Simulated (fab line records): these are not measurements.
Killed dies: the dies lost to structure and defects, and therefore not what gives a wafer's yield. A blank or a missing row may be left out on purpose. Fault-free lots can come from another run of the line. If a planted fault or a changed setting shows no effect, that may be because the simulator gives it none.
Chamber matching	flow n5Finfet	N5_HKMG_FIN_CMP_23 on cmp-01: 4 sister chambers
The step polishes, stops on SiNx, t overpolish 10 s, target thk 46.326 nm. 4 wafers are shown with their chamber, then 9 later ones without.

## WAFERS PAIRED WITH THEIR CHAMBERS
wafer	chamber	motorCurrentA (A)
L085.5	1	10.1
L087.1	3	13.4
L087.2	2	11.1
L087.3	0	13.5

## WAFERS WHOSE CHAMBER IS MISSING
wafer	motorCurrentA (A)
L088.1	11.3
L088.2	10.7
L088.3	12.2
L089.1	11.5
L089.3	11.3
L089.4	13.2
L095.3	13.5
L095.5	13.1
L095.6	13.8

## WHICH CHAMBER EACH ONE RAN IN
wafer	from the rows above	in truth
L088.1	2	2
L088.2	can't be placed: 2 or 1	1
L088.3	can't be placed: 2 or 3 or 0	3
L089.1	2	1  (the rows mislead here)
L089.3	2	2
L089.4	can't be placed: 3 or 0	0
L095.3	can't be placed: 0 or 3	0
L095.5	can't be placed: 3 or 0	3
L095.6	can't be placed: 0 or 3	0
2 of 9 placed correctly. Cannot be placed on the basis of these rows: 6; the candidates contain the true chamber in 6. Wrongly placed: 1.
How it was worked out, from the rows above alone: a wafer's distance from a chamber is the root of the sum, over the readings, of the square of ((its reading less the chamber's mean) divided by the reading's scatter). The wafer belongs to the nearest chamber; if the next one is less than 2 further off, it can't be placed. For every chamber, the mean is computed from those of its wafers that are shown. The scatter (one wafer shown for each chamber): square how far every hidden wafer sits from the nearest shown wafer, average those squares and take the square root.
